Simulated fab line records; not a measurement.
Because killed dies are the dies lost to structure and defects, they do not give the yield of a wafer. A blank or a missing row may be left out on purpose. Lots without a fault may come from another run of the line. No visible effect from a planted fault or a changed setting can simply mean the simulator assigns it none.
fab line records	flow nand-harc
record: lots: 5	wafers: 13	last-day: 33
route steps=1302 shown P_CONTACT@226 END@1302
lots with no fault: from the same line, run without faults
start-h: the number of hours between the record's first day and the start of the first shown wafer of the lot	wait-h: hours since the lot's step before	" the same as in the row above	L1.1+2: a single row standing in for several wafers	- no value, or no start was given	* or withheld: withheld	< > ~ a bound
route shown NAME@n: a module of which the file shows steps, and the number in the route of the first	usual: mean/standard deviation of fault-free wafers	same: alike in all rows	chamber/n: place in a boat	sites: per-site readings	_std_site: their standard deviation	_edge_site: mean of outer sites minus mean of inner sites	radius-mm: for every site, how far away it sits from the centre of the wafer	mask NAME#n: copy n	behind: the last tool/chamber to shape the wafer	hold: why the lot went on hold/how many hours it stayed there/how the hold came to an end	device: transistor that didn't switch, given as n, p or np	end of line: tests run on the same wafers once the route is complete	a step given without rows: its recipe and nothing more	killed: dies that structure and defects cost at the first sort, which is not the same as the wafer's yield	map: dies across one wafer; x = killed, . = not, _ = none there
set.NAME: the setting that was run; set.NAME@STEP: the one run at that earlier step	model.NAME: the simulator's own value behind a step, which no gauge read
lots at selected steps of the route; one table per step, one row per wafer
services: a tool's chamber out of use, with start hour (start-h, from the record's first day; less than 0 if before it), hours out, and reason
== steps ==
step: NHARC_P_CONTACT_COAT_06
recipe: spin-rpm: 1500	resist-thk-nm: 90
step: NHARC_P_CONTACT_SOFTBAKE_07
recipe: temp-c: 105	time-s: 55
step: NHARC_P_CONTACT_EBR_08
step: NHARC_P_CONTACT_EXPOSE_09
recipe: na: 1.35	target-cd-nm: 90	dose-mj: 81.26	mask-id: P_CA
step: NHARC_P_CONTACT_PEB_10
recipe: peb-temp-c: 100	peb-time-s: 65
step: NHARC_P_CONTACT_DEVELOP_11
recipe: develop-time-s: 35	dev-temp-c: 23
step: NHARC_P_CONTACT_CD_MEAS_12
recipe: target-cd-nm: 90	landing-energy-ev: 500
usual: cd-nm: 90.1/0.45
lot.wafer	tool	chamber	start-h	wait-h	cd-nm
L658.3	cd-sem-03	0	115.80	-	89.6
L658.5	"	0	"	"	88.9
L658.6	"	0	"	"	90.0
L661.1	cd-sem-01	0	151.28	-	89.8
L661.2	"	0	"	"	90.0
L661.3	"	0	"	"	90.0
L662.3	cd-sem-03	0	161.51	-	90.9
L678.2	cd-sem-02	0	316.44	-	89.5
L678.3	"	0	"	"	90.0
L678.6	"	0	"	"	89.8
L681.1	cd-sem-02	0	347.48	-	90.6
L681.3	"	0	"	"	90.9
L681.5	"	0	"	"	90.4
step: NHARC_P_CONTACT_OVL_MEAS_13
usual: overlay-x-nm: -0.1/0.62	overlay-y-nm: 0.1/0.61
lot.wafer	tool	chamber	start-h	wait-h	overlay-x-nm	overlay-y-nm
L658.3	overlay-02	-	115.89	-	0.5	-0.7
L658.5	"	-	"	"	0.4	-0.1
L658.6	"	-	"	"	0.0	-0.4
L661.1	overlay-02	-	151.36	-	-0.4	-0.1
L661.2	"	-	"	"	-0.8	0.6
L661.3	"	-	"	"	-0.3	-0.1
L662.3	overlay-02	-	161.59	-	0.1	-0.8
L678.2	overlay-01	-	316.53	-	0.4	-0.6
L678.3	"	-	"	"	-0.2	-0.6
L678.6	"	-	"	"	0.4	-0.8
L681.1	overlay-02	-	347.57	-	0.3	0.7
L681.3	"	-	"	"	0.4	0.7
L681.5	"	-	"	"	0.6	1.0
step: NHARC_P_CONTACT_INSPECT_14
usual: raw-defect-count: 3.7/2.2
lot.wafer	tool	chamber	start-h	wait-h	raw-defect-count
L658.3	defect-inspect-02	-	115.92	0.0	8
L658.5	"	-	"	"	6
L658.6	"	-	"	"	4
L661.1	defect-inspect-01	-	151.40	0.0	2
L661.2	"	-	"	"	2
L661.3	"	-	"	"	3
L662.3	defect-inspect-02	-	161.63	0.0	2
L678.2	defect-inspect-02	-	316.57	0.0	4
L678.3	"	-	"	"	5
L678.6	"	-	"	"	1
L681.1	defect-inspect-02	-	347.60	0.0	4
L681.3	"	-	"	"	3
L681.5	"	-	"	"	6
step: NHARC_P_CONTACT_DESCUM_17
recipe: time-s: 3	o2-flow-sccm: 200	ar-flow-sccm: 0	bias-power-w: 0	chemistry: O2
usual: drypump-motor-current-A: 5.5/0.46	oes-product-au: 1.001/0.0073	rf-vpp-V: 57.8/0.94	showerhead-plenum-p-Torr: 1.94/0.087	throttle-valve-pct: 11.311/0.0084
lot.wafer	tool	chamber	start-h	wait-h	drypump-motor-current-A	oes-product-au	rf-hours-counter-h	rf-vpp-V	showerhead-plenum-p-Torr	throttle-valve-pct
L658.3	rie-diel-13	2	116.00	0.1	5.1	1.003	3.6	57.6	1.88	11.309
L658.6	"	0	"	"	6.0	1.001	-	57.3	1.95	11.324
L658.5	"	1	"	"	5.4	1.005	-	57.5	2.04	11.316
L661.1	rie-diel-02	2	151.47	0.1	5.7	1.003	4.2	57.2	1.83	11.303
L661.3	"	3	"	"	5.9	0.999	5.9	58.1	1.90	11.305
L661.2	"	0	"	"	5.2	0.996	5.7	57.6	1.99	11.321
L662.3	rie-diel-13	2	161.70	0.1	5.1	1.001	5.0	56.9	1.88	11.305
L678.3	rie-diel-06	1	316.63	0.1	6.0	0.985	0	57.3	1.94	11.313
L678.2	"	3	"	"	4.6	0.996	0	58.3	1.92	11.321
L678.6	"	0	"	"	6.1	0.992	-	58.7	2.03	11.315
L681.1	rie-diel-02	2	347.67	0.1	5.7	0.991	6.8	58.6	1.83	11.318
L681.3	"	0	"	"	5.2	1.004	6.8	59.6	1.98	11.307
L681.5	"	2	"	"	5.7	1.008	-	57.3	1.83	11.310
step: NHARC_P_CONTACT_ETCH_35
recipe: target-depth-a: 390	over-etch-frac: 0.3	time-s: 65	ion-energy-ev: 80	cf4-flow-sccm: 150	ar-flow-sccm: 0	rf-w: 300	bias-w: 100	chemistry: CF4
usual: drypump-motor-current-A: 5.5/0.48	oes-product-au: 1.002/0.0063	rf-vpp-V: 151.5/1.2	run-length-s: 86.5/0.44	showerhead-plenum-p-Torr: 1.79/0.071	throttle-valve-pct: 13.284/0.0098
same: over-etch-frac: 0.3
lot.wafer	tool	chamber	start-h	wait-h	drypump-motor-current-A	oes-product-au	rf-hours-counter-h	rf-vpp-V	run-length-s	showerhead-plenum-p-Torr	throttle-valve-pct
L658.3	rie-diel-13	2	116.07	0.1	5.1	1.012	3.6	150.6	86.9	1.74	13.279
L658.5	"	1	"	"	5.4	1.012	-	152.0	86.3	1.88	13.295
L658.6	"	2	"	"	5.1	1.005	-	149.8	86.9	1.74	13.277
L661.3	rie-diel-02	2	151.55	0.1	5.7	1.000	4.2	151.3	85.9	1.70	13.273
L661.2	"	3	"	"	5.9	1.011	5.9	150.8	86.3	1.76	13.282
L661.1	"	0	"	"	5.2	1.009	5.7	151.9	86.7	1.83	13.264
L662.3	rie-diel-13	1	161.79	0.1	5.4	0.995	5.0	151.1	86.2	1.88	13.293
L678.2	rie-diel-06	0	316.72	0.1	6.2	0.996	0.0	151.2	86.6	1.87	13.274
L678.3	"	1	"	"	5.9	1.000	0.0	151.1	86.2	1.79	13.314
L678.6	"	3	"	"	4.6	1.004	-	151.9	87.1	1.78	13.290
L681.3	rie-diel-02	0	347.76	0.1	5.2	1.009	6.8	151.9	86.1	1.83	13.281
L681.1	"	1	"	"	4.9	1.010	6.9	151.9	86.1	1.89	13.276
L681.5	"	3	"	"	5.9	1.006	-	152.1	86.5	1.76	13.295
step: NHARC_P_CONTACT_ETCH_36
recipe: target-depth-a: 2600	over-etch-frac: 0.25	time-s: 406.25	ion-energy-ev: 200	n2-flow-sccm: 150	h2-flow-sccm: 150	ar-flow-sccm: 0	rf-w: 400	bias-w: 150	chemistry: N2/H2
usual: drypump-motor-current-A: 5.5/0.47	oes-product-au: 1.004/0.0078	rf-vpp-V: 431.4/2.7	run-length-s: 427.7/0.41	showerhead-plenum-p-Torr: 2.07/0.093	throttle-valve-pct: 14.172/0.0088
same: over-etch-frac: 0.25
lot.wafer	tool	chamber	start-h	wait-h	drypump-motor-current-A	oes-product-au	rf-hours-counter-h	rf-vpp-V	run-length-s	showerhead-plenum-p-Torr	throttle-valve-pct
L658.3	rie-diel-13	1	-	-	5.4	1.014	3.7	433.5	427.6	2.18	14.173
L658.6	"	2	"	"	5.1	1.005	-	430.7	428.0	2.00	14.150
L658.5	"	3	"	"	5.8	0.995	-	434.2	427.9	2.18	14.171
L661.1	rie-diel-02	2	-	-	5.7	1.001	4.3	429.0	426.8	1.95	14.173
L661.3	"	0	"	"	5.1	1.009	5.7	433.5	427.5	2.12	14.164
L661.2	"	1	"	"	4.9	1.000	5.4	435.0	427.7	2.20	14.178
L662.3	rie-diel-13	3	-	-	5.8	1.012	5.3	434.7	428.2	2.18	14.171
L678.3	rie-diel-06	1	-	-	5.9	1.009	0.1	432.1	427.9	2.07	14.179
L678.2	"	3	"	"	4.6	0.997	0.1	430.5	428.1	2.05	14.158
L678.6	"	2	"	"	5.5	1.000	-	428.1	427.7	1.90	14.162
L681.1	rie-diel-02	2	-	-	5.7	0.995	6.8	427.1	426.8	1.94	14.166
L681.3	"	3	"	"	5.9	0.994	6.4	429.6	427.7	2.02	14.167
L681.5	"	2	"	"	5.7	0.990	-	427.4	427.2	1.94	14.187
step: NHARC_P_CONTACT_ETCH_18
recipe: target-depth-a: 4810	time-s: 240.5	c4f8-flow-sccm: 20	o2-flow-sccm: 10	ar-flow-sccm: withheld	rf-w: 600	bias-w: 1500	chemistry: C4F8/O2/Ar
usual: oes-product-au: 0.963/0.019	rf-vpp-V: 980/5.9	run-length-s: 262.0/0.45
lot.wafer	tool	chamber	start-h	wait-h	oes-product-au	rf-hours-counter-h	rf-vpp-V	run-length-s
L658.3	rie-diel-13	0	116.48	-	0.969	3.8	982	261.7
L658.5	"	3	"	"	0.975	-	986	262.3
L658.6	"	0	"	"	0.970	-	981	261.5
L661.2	rie-diel-02	2	151.96	-	0.921	4.5	972	261.0
L661.1	"	3	"	"	0.932	6.2	978	262.0
L661.3	"	0	"	"	0.925	5.8	982	261.8
L662.3	rie-diel-13	0	162.19	-	0.971	5.0	981	199.6
L678.2	rie-diel-06	1	317.11	-	0.951	0.3	980	261.7
L678.3	"	3	"	"	0.962	0.2	979	262.3
L678.6	"	2	"	"	0.966	-	971	262.7
L681.1	rie-diel-02	2	348.52	-	0.925	7.0	972	261.1
L681.3	"	3	"	"	0.920	6.5	978	261.7
L681.5	"	2	"	"	0.920	-	973	261.2
step: NHARC_P_CONTACT_STRIP_37
recipe: c4f8-flow-sccm: withheld	o2-flow-sccm: 8	ar-flow-sccm: withheld	bias-w: 0	chemistry: C4F8/O2/Ar
step: NHARC_END_SORT_01
recipe: temp-c: 25
usual: defect-limited-yield: 91/3	killed-at-array: 56/20	killed-at-other: 1/1.3	killed-at-periphery: 3.5/2.7	killed-dies: 60/20	killed-open: 3.3/1.6	killed-short: 2.4/1.5
same: gross-dies: 677
lot.wafer	tool	chamber	start-h	wait-h	defect-limited-yield[%]	killed-at-array	killed-at-other	killed-at-periphery	killed-dies	killed-open	killed-short
L658.3	prober-02	0	535.51	3.1	92	45	0	10	55	5	3
L658.5	prober-02	0	537.09	3.7	90	59	2	5	66	4	3
L658.6	prober-02	0	537.88	3.9	94	41	1	2	44	5	2
L661.1	prober-01	0	580.13	2.5	92	49	1	4	54	4	0
L661.2	prober-01	0	580.94	2.8	94	42	0	1	43	0	3
L661.3	prober-01	0	581.76	3.1	92	52	0	1	53	2	3
L681.1	prober-01	0	780.29	2.5	96	20	2	2	24	1	2
L681.3	prober-01	0	781.84	3.1	97	15	3	2	20	2	3
L681.5	prober-01	0	783.40	3.6	96	17	2	5	24	4	6
killed by level:class
L658.3 A_CHANNEL_HOLE_D2:chamber-film-flake=21 A_CONTACT:chamber-film-flake=7 A_SLIT:chamber-film-flake=5 P_GATE:chamber-film-flake=4 A_STAIRCASE:chamber-film-flake=3 P_M1:geometric-particle:open=2 A_ONON_D2:geometric-particle:open=2 A_CHANNEL_FILL_D2:chamber-film-flake=2
L658.5 A_CHANNEL_HOLE_D2:chamber-film-flake=38 A_CONTACT:chamber-film-flake=5 A_SLIT:chamber-film-flake=4 P_GATE:chamber-film-flake=3 A_SGD_CUT:chamber-film-flake=3 A_SGD_CUT:geometric-particle:short=2 HYBRID_BOND:chamber-film-flake=2 A_CHANNEL_FILL_D2:chamber-film-flake=2
L658.6 A_CHANNEL_HOLE_D2:chamber-film-flake=12 A_CONTACT:chamber-film-flake=11 A_SLIT:chamber-film-flake=5 A_STAIRCASE:chamber-film-flake=4 A_DECK1_JOINT:chamber-film-flake=2 P_STI:geometric-particle:open=1 P_M0:geometric-particle:short=1 A_ONON_D2:geometric-particle:open=1
L661.1 A_CHANNEL_HOLE_D1:chamber-film-flake=38 A_CHANNEL_HOLE_D2:chamber-film-flake=3 A_CONTACT:chamber-film-flake=2 P_CONTACT:geometric-particle:open=1 A_ONON_D1:geometric-particle:open=1 A_CHANNEL_HOLE_D2:geometric-particle:open=1 A_WL_FILL:geometric-particle:open=1 P_STI:chamber-film-flake=1
L661.2 A_CHANNEL_HOLE_D1:chamber-film-flake=24 A_CHANNEL_HOLE_D2:chamber-film-flake=7 A_ONON_D1:geometric-particle:short=2 A_DECK1_JOINT:chamber-film-flake=2 A_STAIRCASE:chamber-film-flake=2 A_WL_FILL:geometric-particle:short=1 P_GATE:chamber-film-flake=1 A_ZERO_WELL:chamber-film-flake=1
L661.3 A_CHANNEL_HOLE_D1:chamber-film-flake=40 A_CHANNEL_HOLE_D2:chamber-film-flake=5 A_WL_FILL:geometric-particle:short=3 A_CHANNEL_FILL_D2:geometric-particle:open=2 A_CONTACT:chamber-film-flake=2 P_CONTACT:chamber-film-flake=1
L681.1 A_BLC:chamber-film-flake=9 A_SLIT:chamber-film-flake=5 THIN_TSV:chamber-film-flake=2 A_CHANNEL_FILL_D1:geometric-particle:open=1 A_DECK1_JOINT:geometric-particle:short=1 A_WL_FILL:geometric-particle:short=1 P_STI:chamber-film-flake=1 P_GATE:chamber-film-flake=1
L681.3 A_CHANNEL_FILL_D1:chamber-film-flake=4 A_SLIT:chamber-film-flake=4 P_GATE:chamber-film-flake=2 THIN_TSV:chamber-film-flake=2 A_ONON_D2:geometric-particle:short=1 A_SGD_CUT:geometric-particle:short=1 A_CONTACT:geometric-particle:open=1 A_BLC:geometric-particle:open=1
L681.5 A_CHANNEL_FILL_D1:chamber-film-flake=3 A_SLIT:chamber-film-flake=3 P_GATE:chamber-film-flake=2 P_M0:chamber-film-flake=2 P_M2:geometric-particle:short=1 A_CHANNEL_HOLE_D1:geometric-particle:short=1 A_CHANNEL_FILL_D1:geometric-particle:open=1 A_DECK1_JOINT:geometric-particle:short=1
== services ==
tool	chamber	start-h	hours	kind
rie-diel-02	0	97.91	-	clean
rie-diel-02	1	97.91	-	clean
rie-diel-02	2	97.91	-	clean
rie-diel-02	3	97.91	-	clean
rie-diel-02	0	122.41	-	clean
rie-diel-02	1	122.41	-	clean
rie-diel-02	2	122.41	-	clean
rie-diel-02	3	122.41	-	clean
rie-diel-13	0	129.16	28.3	repair
rie-diel-06	-	130.21	9.0	pm
rie-diel-02	0	146.91	-	clean
rie-diel-02	1	146.91	-	clean
rie-diel-02	2	146.91	-	clean
rie-diel-06	2	153.21	13.1	repair
rie-diel-13	-	165.00	9.0	pm
rie-diel-02	3	179.11	15.8	repair
rie-diel-13	0	185.99	8.2	repair
rie-diel-02	3	205.51	12.6	repair
rie-diel-02	-	216.70	9.0	pm
rie-diel-06	1	254.48	9.7	repair
rie-diel-06	2	276.16	15.3	repair
rie-diel-06	-	307.21	9.0	pm
rie-diel-02	-	309.43	2.4	repair
rie-diel-13	-	342.00	9.0	pm
== key ==
first-sign: step: NHARC_P_CONTACT_ETCH_18	reading: run-length-s	direction: down	sigmas: 99+	usual: *	struck: *
effect none on later readings
met-at NHARC_P_CONTACT_ETCH_18
struck-wafers L662.3
rows-end L662.3
onset-between 116.48 162.19
fault: kind: process-parameter-drift	tool: rie-diel-13	chamber: 0	onset-h: 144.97	steps: NHARC_P_CONTACT_ETCH_18	channel: time-s	offset: *	shape: step	acts-in: *	stated: *
rows-end: these wafers met a further fault down the route, and their rows from its step on are left out
